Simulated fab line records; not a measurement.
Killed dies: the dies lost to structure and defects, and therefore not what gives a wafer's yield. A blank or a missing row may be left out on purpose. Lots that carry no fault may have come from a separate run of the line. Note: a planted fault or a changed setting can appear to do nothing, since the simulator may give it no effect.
fab line records + flow n5_finfet
record
- lots=10
- wafers=30
- last_day=18
route steps=1938 shown BEOL_M9@1438
lots that met no fault: from a run of the same line without faults
start_h: hours from the record's opening day to when the first of the lot's shown wafers began + wait_h: hours elapsed since this lot's preceding step + " same as the row above + L1.1+2: one row covering several wafers at once + - value missing, or start not given + * or withheld: withheld + < > ~ a bound
route shown NAME@n: NAME is a module with steps in the file, n the number in the route of the first one + usual: mean/standard deviation taken from wafers without a fault + same: alike in all rows + chamber/n: place in a boat + sites: each site's reading + _std_site: their standard deviation + _edge_site: mean of outer sites minus mean of inner sites + radius_mm: for every site, how far away it sits from the centre of the wafer + mask NAME#n: copy n + behind: tool/chamber where the wafer was last shaped + hold: reason for holding the lot/hours on hold/outcome of the hold + device: whichever transistor did not switch (one of n, p or np) + end of line: tests of these same wafers at the route's end + where a step has no rows: the recipe by itself + killed: dies lost to structure and defects at the first sort, not the wafer's yield + map: a wafer's dies, marking killed ones x, the rest . and places with no die _
set.NAME: the setting the step ran with; set.NAME@STEP: the setting that earlier step ran with + model.NAME: the simulator's own value behind a step, which no gauge read
the route's steps for a sample of lots (tables are steps, rows are wafers)
services: when a tool's chamber went out of use (start_h, in hours from the record's first day, below 0 if earlier), for how many hours, and the reason
## steps
# step N5_BEOL_M9_ETCH_76
# recipe
- chemistry=N2/H2
- target=underlayer
- target_depth_a=65
- mask_material=CAR-EUV
- time_s=5.2
- ion_energy_ev=200
- pressure_mtorr=30
- source_w=840
- bias_w=150
- n2_flow_sccm=200
- h2_flow_sccm=200
- ends=cleared
# usual
- bias_w=150.0/0.44
- chamber_pressure_mTorr=30.00/0.041
- drypump_motor_current_A=5.8/0.72
- etch_rf_on_time_s=5.29/0.12
- oes_product_au=0.64/0.048
- rf_vpp_V=523.3/2.3
- showerhead_plenum_p_Torr=2.52/0.078
- throttle_valve_pct=17.77/0.21
| lot.wafer | tool        | chamber | start_h | wait_h | bias_w | chamber_pressure_mTorr | drypump_motor_current_A | etch_rf_on_time_s | oes_product_au | rf_hours_counter_h | rf_vpp_V | showerhead_plenum_p_Torr | throttle_valve_pct |
|-----------|-------------|---------|---------|--------|--------|------------------------|-------------------------|-------------------|----------------|--------------------|----------|--------------------------|--------------------|
| L445.3    | rie_diel-04 | 2       | 223.49  | 0.0    | 149.7  | 30.02                  | 6.5                     | 5.37              | 0.72           | 28                 | 523.1    | 2.47                     | 17.36              |
| L445.4    | "           | 3       | "       | "      | 149.9  | 30.05                  | 6.8                     | 5.22              | 0.70           | 74                 | 522.9    | 2.47                     | 17.79              |
| L445.6    | "           | 0       | "       | "      | 150.1  | 29.96                  | 5.4                     | 5.39              | 0.61           | -                  | 526.6    | 2.64                     | 17.82              |
| L446.3    | rie_diel-03 | 2       | 231.67  | 0.0    | 150.1  | 30.02                  | 6.6                     | 5.21              | 0.63           | 187                | 523.1    | 2.41                     | 17.99              |
| L446.4    | "           | 0       | "       | "      | 150.4  | 29.98                  | 6.4                     | 5.47              | 0.66           | 103                | 523.7    | 2.56                     | 17.72              |
| L446.6    | "           | 1       | "       | "      | 149.6  | 30.01                  | 5.3                     | 5.21              | 0.72           | -                  | 525.2    | 2.57                     | 17.27              |
| L447.2    | rie_diel-03 | 1       | 241.66  | 0.0    | -      | -                      | -                       | -                 | -              | -                  | -        | -                        | -                  |
| L447.4    | "           | 3       | "       | "      | -      | -                      | -                       | -                 | -              | -                  | -        | -                        | -                  |
| L447.6    | "           | 2       | "       | "      | -      | -                      | -                       | -                 | -              | -                  | -        | -                        | -                  |
| L448.1    | rie_diel-01 | 2       | 248.76  | 0.0    | -      | -                      | -                       | -                 | -              | -                  | -        | -                        | -                  |
| L448.2    | "           | 1       | "       | "      | -      | -                      | -                       | -                 | -              | -                  | -        | -                        | -                  |
| L448.4    | "           | 3       | "       | "      | -      | -                      | -                       | -                 | -              | -                  | -        | -                        | -                  |
| L460.1    | rie_diel-01 | 1       | 335.44  | 0.0    | 149.8  | 29.95                  | 4.9                     | 5.45              | 0.56           | 239                | 520.5    | 2.39                     | 18.00              |
| L460.2    | "           | 0       | "       | "      | 150.0  | 30.03                  | 5.6                     | 5.11              | 0.65           | 161                | 521.3    | 2.54                     | 17.89              |
| L460.3    | "           | 3       | "       | "      | 150.0  | 30.06                  | 6.4                     | 5.32              | 0.69           | 79                 | 522.2    | 2.47                     | 17.81              |
| L463.1    | rie_diel-03 | 2       | 339.71  | 0.0    | 150.1  | 30.01                  | 6.6                     | 5.27              | 0.61           | 219                | 520.3    | 2.40                     | 18.05              |
| L463.4    | "           | 3       | "       | "      | 150.5  | 29.99                  | 6.4                     | 5.17              | 0.60           | 243                | 519.6    | 2.51                     | 18.10              |
| L463.6    | "           | 1       | "       | "      | 150.4  | 30.07                  | 5.3                     | 5.25              | 0.68           | -                  | 523.9    | 2.56                     | 17.34              |
| L459.1    | rie_diel-01 | 2       | 351.15  | 0.0    | 150.3  | 30.03                  | 5.2                     | 5.32              | 0.58           | 211                | 522.9    | 2.52                     | 17.65              |
| L459.3    | "           | 0       | "       | "      | 150.1  | 30.01                  | 5.6                     | 5.14              | 0.65           | 166                | 525.7    | 2.54                     | 17.89              |
| L459.5    | "           | 0       | "       | "      | 149.7  | 30.02                  | 5.6                     | 5.13              | 0.66           | -                  | 526.4    | 2.54                     | 17.88              |
| L465.2    | rie_diel-01 | 1       | 356.79  | 0.0    | 149.9  | 30.01                  | 4.9                     | 5.51              | 0.56           | 247                | 520.1    | 2.39                     | 17.99              |
| L465.4    | "           | 2       | "       | "      | 150.1  | 30.05                  | 5.2                     | 5.39              | 0.57           | 213                | 522.9    | 2.52                     | 17.69              |
| L465.6    | "           | 3       | "       | "      | 150.1  | 29.96                  | 6.5                     | 5.32              | 0.68           | -                  | 521.0    | 2.47                     | 17.82              |
| L462.2    | rie_diel-03 | 0       | 358.93  | 0.0    | 150.2  | 30.03                  | 6.4                     | 5.46              | 0.63           | 141                | 523.5    | 2.54                     | 17.78              |
| L462.5    | "           | 0       | "       | "      | 149.9  | 30.01                  | 6.4                     | 5.46              | 0.63           | -                  | 524.1    | 2.54                     | 17.76              |
| L462.6    | "           | 3       | "       | "      | 149.6  | 29.96                  | 6.5                     | 5.17              | 0.59           | -                  | 523.6    | 2.51                     | 18.08              |
| L461.3    | rie_diel-04 | 0       | 358.97  | 0.0    | 150.1  | 29.98                  | 5.4                     | 5.31              | 0.58           | 235                | 526.0    | 2.62                     | 17.87              |
| L461.5    | "           | 3       | "       | "      | 149.6  | 29.99                  | 6.8                     | 5.27              | 0.66           | -                  | 523.0    | 2.45                     | 17.85              |
| L461.6    | "           | 0       | "       | "      | 150.5  | 30.05                  | 5.4                     | 5.37              | 0.58           | -                  | 527.3    | 2.62                     | 17.86              |
# step N5_BEOL_M9_VIA_ETCH_34
# recipe
- chemistry=C4F6/O2
- target=SiCOH_lowk
- target_depth_a=1824
- mask_material=SOC
- taper_deg=4
- time_s=68.4
- ion_energy_ev=250
- pressure_mtorr=30
- source_w=345
- bias_w=185
- Ar_flow_sccm=300
- C4F6_flow_sccm=10
- O2_flow_sccm=10
# usual
- C4F6_flow_sccm=10.006/0.029
- O2_flow_sccm=10.00/0.03
- drypump_motor_current_A=5.8/0.72
- oes_product_au=0.75/0.056
- rf_vpp_V=668/15
- showerhead_plenum_p_Torr=2.82/0.073
- throttle_valve_pct=20.79/0.17
| lot.wafer | tool        | chamber | start_h | wait_h | C4F6_flow_sccm | O2_flow_sccm | drypump_motor_current_A | oes_product_au | rf_hours_counter_h | rf_vpp_V | showerhead_plenum_p_Torr | throttle_valve_pct |
|-----------|-------------|---------|---------|--------|----------------|--------------|-------------------------|----------------|--------------------|----------|--------------------------|--------------------|
| L445.3    | rie_diel-04 | 2       | 223.63  | 0.0    | 10.040         | 10.01        | 6.5                     | 0.86           | 28                 | 681      | 2.78                     | 20.55              |
| L445.4    | "           | 3       | "       | "      | 9.956          | 10.01        | 6.7                     | 0.82           | 74                 | 686      | 2.77                     | 20.78              |
| L445.6    | "           | 0       | "       | "      | 9.991          | 9.97         | 5.4                     | 0.70           | -                  | 686      | 2.92                     | 20.70              |
| L446.3    | rie_diel-03 | 2       | 231.82  | 0.0    | 10.017         | 10.00        | 6.6                     | 0.74           | 187                | 634      | 2.72                     | 20.97              |
| L446.4    | "           | 0       | "       | "      | 9.995          | 9.99         | 6.4                     | 0.78           | 103                | 662      | 2.84                     | 20.58              |
| L446.6    | "           | 1       | "       | "      | 10.013         | 10.04        | 5.3                     | 0.82           | -                  | 655      | 2.89                     | 20.42              |
| L447.2    | rie_diel-03 | 1       | 241.80  | 0.0    | 9.991          | 10.01        | 5.3                     | 0.83           | 60                 | 654      | 2.89                     | 20.41              |
| L447.4    | "           | 3       | "       | "      | 9.994          | 10.05        | 6.5                     | 0.72           | 218                | 644      | 2.79                     | 20.82              |
| L447.6    | "           | 2       | "       | "      | 10.032         | 10.01        | 6.6                     | 0.74           | -                  | 635      | 2.72                     | 20.97              |
| L448.1    | rie_diel-01 | 2       | 248.90  | 0.0    | 10.015         | 10.01        | 5.2                     | 0.70           | 183                | 674      | 2.84                     | 20.68              |
| L448.2    | "           | 1       | "       | "      | 10.006         | 9.99         | 4.9                     | 0.70           | 216                | 673      | 2.71                     | 20.96              |
| L448.4    | "           | 3       | "       | "      | 10.003         | 10.02        | 6.4                     | 0.85           | 57                 | 650      | 2.79                     | 20.88              |
| L460.1    | rie_diel-01 | 1       | 335.59  | 0.0    | 10.038         | 10.01        | 4.9                     | 0.67           | 239                | 673      | 2.70                     | 20.98              |
| L460.2    | "           | 0       | "       | "      | 9.991          | 9.95         | 5.6                     | 0.77           | 162                | 665      | 2.86                     | 21.08              |
| L460.3    | "           | 3       | "       | "      | 9.961          | 10.04        | 6.4                     | 0.81           | 79                 | 651      | 2.78                     | 20.90              |
| L463.1    | rie_diel-03 | 2       | 339.86  | 0.0    | 10.006         | 9.98         | 6.6                     | 0.71           | 219                | 634      | 2.70                     | 21.02              |
| L463.4    | "           | 3       | "       | "      | 9.993          | 10.02        | 6.5                     | 0.69           | 243                | 643      | 2.78                     | 20.85              |
| L463.6    | "           | 1       | "       | "      | 10.010         | 10.02        | 5.3                     | 0.79           | -                  | 652      | 2.88                     | 20.47              |
| L459.1    | rie_diel-01 | 2       | 351.29  | 0.0    | 10.016         | 9.98         | 5.2                     | 0.68           | 211                | 675      | 2.83                     | 20.72              |
| L459.3    | "           | 0       | "       | "      | 9.954          | 9.98         | 5.6                     | 0.76           | 166                | 664      | 2.86                     | 21.11              |
| L459.5    | "           | 0       | "       | "      | 9.994          | 9.98         | 5.6                     | 0.76           | -                  | 664      | 2.86                     | 21.09              |
| L465.2    | rie_diel-01 | 1       | 356.93  | 0.0    | 9.976          | 9.99         | 4.9                     | 0.67           | 247                | 675      | 2.69                     | 21.00              |
| L465.4    | "           | 2       | "       | "      | 10.002         | 9.97         | 5.2                     | 0.68           | 213                | 673      | 2.83                     | 20.73              |
| L465.6    | "           | 3       | "       | "      | 9.983          | 9.99         | 6.4                     | 0.80           | -                  | 649      | 2.78                     | 20.93              |
| L462.2    | rie_diel-03 | 0       | 359.08  | 0.0    | 10.052         | 9.99         | 6.4                     | 0.74           | 141                | 662      | 2.82                     | 20.63              |
| L462.5    | "           | 0       | "       | "      | 10.022         | 10.00        | 6.4                     | 0.74           | -                  | 662      | 2.82                     | 20.63              |
| L462.6    | "           | 3       | "       | "      | 10.007         | 9.94         | 6.4                     | 0.69           | -                  | 643      | 2.78                     | 20.86              |
| L461.3    | rie_diel-04 | 0       | 359.12  | 0.0    | 9.988          | 10.01        | 5.4                     | 0.69           | 235                | 686      | 2.90                     | 20.77              |
| L461.5    | "           | 3       | "       | "      | 10.009         | 10.04        | 6.7                     | 0.79           | -                  | 687      | 2.75                     | 20.85              |
| L461.6    | "           | 0       | "       | "      | 9.942          | 9.98         | 5.4                     | 0.69           | -                  | 684      | 2.90                     | 20.78              |
# step N5_BEOL_M9_STRIP_80
# recipe
- chemistry=N2/H2
- time_s=10
- power_w=450
- temp_c=40
- pressure_mtorr=20
- rf_frequency_hz=6e+07
- bias_power_w=7
- n2_flow_sccm=200
- h2_flow_sccm=200
# usual
- bias_power_w=6.999/0.022
- drypump_motor_current_A=5.8/0.72
- oes_product_au=0.76/0.056
- rf_vpp_V=59.1/0.89
- showerhead_plenum_p_Torr=2.51/0.078
- throttle_valve_pct=23.52/0.26
| lot.wafer | tool        | chamber | start_h | wait_h | bias_power_w | drypump_motor_current_A | oes_product_au | rf_hours_counter_h | rf_vpp_V | showerhead_plenum_p_Torr | throttle_valve_pct |
|-----------|-------------|---------|---------|--------|--------------|-------------------------|----------------|--------------------|----------|--------------------------|--------------------|
| L445.3    | rie_diel-04 | 2       | -       | -      | 7.038        | 6.5                     | 0.87           | 28                 | 58.2     | 2.47                     | 23.02              |
| L445.4    | "           | 3       | "       | "      | 7.000        | 6.8                     | 0.82           | 74                 | 57.6     | 2.46                     | 23.68              |
| L445.6    | "           | 0       | "       | "      | 7.035        | 5.4                     | 0.71           | -                  | 58.0     | 2.63                     | 23.48              |
| L446.3    | rie_diel-03 | 2       | -       | -      | 6.989        | 6.6                     | 0.75           | 187                | 56.0     | 2.41                     | 23.69              |
| L446.4    | "           | 0       | "       | "      | 6.997        | 6.4                     | 0.80           | 103                | 59.0     | 2.56                     | 23.56              |
| L446.6    | "           | 1       | "       | "      | 6.990        | 5.4                     | 0.83           | -                  | 60.2     | 2.57                     | 22.93              |
| L447.2    | rie_diel-03 | 1       | -       | -      | 7.026        | 5.3                     | 0.83           | 60                 | 58.8     | 2.57                     | 22.92              |
| L447.4    | "           | 3       | "       | "      | 7.028        | 6.5                     | 0.72           | 218                | 59.5     | 2.52                     | 23.86              |
| L447.6    | "           | 2       | "       | "      | 7.000        | 6.7                     | 0.74           | -                  | 59.6     | 2.41                     | 23.69              |
| L448.1    | rie_diel-01 | 2       | -       | -      | 7.044        | 5.2                     | 0.70           | 183                | 60.2     | 2.52                     | 23.42              |
| L448.2    | "           | 1       | "       | "      | 7.002        | 4.9                     | 0.68           | 216                | 57.4     | 2.39                     | 23.70              |
| L448.4    | "           | 3       | "       | "      | 7.038        | 6.4                     | 0.84           | 57                 | 58.9     | 2.48                     | 23.62              |
| L460.1    | rie_diel-01 | 1       | -       | -      | 6.989        | 4.9                     | 0.67           | 239                | 60.1     | 2.39                     | 23.73              |
| L460.2    | "           | 0       | "       | "      | 7.015        | 5.6                     | 0.77           | 162                | 59.1     | 2.54                     | 23.49              |
| L460.3    | "           | 3       | "       | "      | 7.006        | 6.4                     | 0.82           | 79                 | 58.8     | 2.47                     | 23.65              |
| L463.1    | rie_diel-03 | 2       | -       | -      | 7.013        | 6.6                     | 0.73           | 219                | 60.4     | 2.40                     | 23.74              |
| L463.4    | "           | 3       | "       | "      | 6.987        | 6.5                     | 0.69           | 244                | 58.2     | 2.51                     | 23.90              |
| L463.6    | "           | 1       | "       | "      | 7.016        | 5.3                     | 0.80           | -                  | 58.5     | 2.56                     | 22.95              |
| L459.1    | rie_diel-01 | 2       | -       | -      | 6.976        | 5.2                     | 0.68           | 211                | 58.6     | 2.51                     | 23.45              |
| L459.3    | "           | 0       | "       | "      | 6.992        | 5.6                     | 0.76           | 167                | 60.3     | 2.53                     | 23.51              |
| L459.5    | "           | 0       | "       | "      | 6.989        | 5.6                     | 0.76           | -                  | 59.4     | 2.53                     | 23.47              |
| L465.2    | rie_diel-01 | 1       | -       | -      | 7.010        | 4.9                     | 0.67           | 247                | 57.9     | 2.38                     | 23.73              |
| L465.4    | "           | 2       | "       | "      | 7.030        | 5.2                     | 0.68           | 213                | 59.8     | 2.51                     | 23.47              |
| L465.6    | "           | 3       | "       | "      | 6.980        | 6.4                     | 0.81           | -                  | 59.5     | 2.47                     | 23.67              |
| L462.2    | rie_diel-03 | 0       | -       | -      | 6.996        | 6.4                     | 0.77           | 141                | 60.3     | 2.54                     | 23.62              |
| L462.5    | "           | 0       | "       | "      | 7.001        | 6.4                     | 0.77           | -                  | 60.2     | 2.54                     | 23.60              |
| L462.6    | "           | 3       | "       | "      | 6.967        | 6.5                     | 0.69           | -                  | 59.6     | 2.50                     | 23.90              |
| L461.3    | rie_diel-04 | 0       | -       | -      | 6.998        | 5.4                     | 0.70           | 235                | 59.8     | 2.62                     | 23.51              |
| L461.5    | "           | 3       | "       | "      | 6.992        | 6.7                     | 0.80           | -                  | 58.8     | 2.45                     | 23.72              |
| L461.6    | "           | 0       | "       | "      | 6.997        | 5.4                     | 0.70           | -                  | 59.7     | 2.62                     | 23.52              |
# step N5_BEOL_M9_OCD_MEAS_38
# usual
- trench_depth_nm=148.8/2.9
| lot.wafer | tool   | chamber | start_h | wait_h | trench_depth_nm |
|-----------|--------|---------|---------|--------|-----------------|
| L445.3    | ocd-02 | -       | 223.91  | -      | 150.9           |
| L445.4    | "      | -       | "       | "      | 153.2           |
| L445.6    | "      | -       | "       | "      | 150.0           |
| L446.3    | ocd-02 | -       | 232.10  | -      | 148.8           |
| L446.4    | "      | -       | "       | "      | 146.6           |
| L446.6    | "      | -       | "       | "      | 150.3           |
| L447.2    | ocd-02 | -       | 242.08  | -      | 149.2           |
| L447.4    | "      | -       | "       | "      | 151.4           |
| L447.6    | "      | -       | "       | "      | 148.6           |
| L448.1    | ocd-02 | -       | 249.95  | -      | 144.7           |
| L448.2    | "      | -       | "       | "      | 148.1           |
| L448.4    | "      | -       | "       | "      | 149.9           |
| L460.1    | ocd-01 | -       | 335.86  | -      | 146.1           |
| L460.2    | "      | -       | "       | "      | 151.4           |
| L460.3    | "      | -       | "       | "      | 148.8           |
| L463.1    | ocd-01 | -       | 340.13  | -      | 145.7           |
| L463.4    | "      | -       | "       | "      | 148.9           |
| L463.6    | "      | -       | "       | "      | 146.9           |
| L459.1    | ocd-01 | -       | 351.57  | -      | 143.6           |
| L459.3    | "      | -       | "       | "      | 151.0           |
| L459.5    | "      | -       | "       | "      | 152.4           |
| L465.2    | ocd-01 | -       | 357.21  | -      | 144.9           |
| L465.4    | "      | -       | "       | "      | 144.9           |
| L465.6    | "      | -       | "       | "      | 145.5           |
| L462.2    | ocd-01 | -       | 359.35  | -      | 144.6           |
| L462.5    | "      | -       | "       | "      | 145.8           |
| L462.6    | "      | -       | "       | "      | 149.5           |
| L461.3    | ocd-02 | -       | 359.39  | -      | 149.5           |
| L461.5    | "      | -       | "       | "      | 153.2           |
| L461.6    | "      | -       | "       | "      | 149.4           |
## services
| tool        | chamber | start_h | hours | kind   |
|-------------|---------|---------|-------|--------|
| rie_diel-01 | 3       | 199.51  | 13.7  | repair |
| rie_diel-01 | 1       | 203.97  | 4.9   | repair |
| rie_diel-01 | 3       | 233.71  | 4.6   | repair |
| rie_diel-03 | -       | 247.81  | 0.9   | repair |
| rie_diel-03 | 1       | 292.57  | 11.4  | repair |
| rie_diel-04 | -       | 307.34  | 1.1   | repair |
| rie_diel-03 | 3       | 329.30  | 4.3   | repair |
| rie_diel-04 | 3       | 332.64  | 7.5   | repair |
| rie_diel-04 | 0       | 334.08  | 6.7   | repair |
| rie_diel-03 | 3       | 348.00  | 1.3   | repair |
## key
first_sign
- step=N5_BEOL_M9_ETCH_76
- reading=tool_record
- direction=missing
effect none on later readings
met_at N5_BEOL_M9_ETCH_76
struck_lots L447,L448
not_acting_at N5_BEOL_M9_VIA_ETCH_34,N5_BEOL_M9_STRIP_80,N5_BEOL_M9_OCD_MEAS_38
onset_between 231.67 241.66
fault
- kind=skipped_step_whole
- tool=rie_diel-01,rie_diel-03
- chamber=-
- onset_h=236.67
- steps=N5_BEOL_M9_ETCH_76
- scope=struck_lots_only
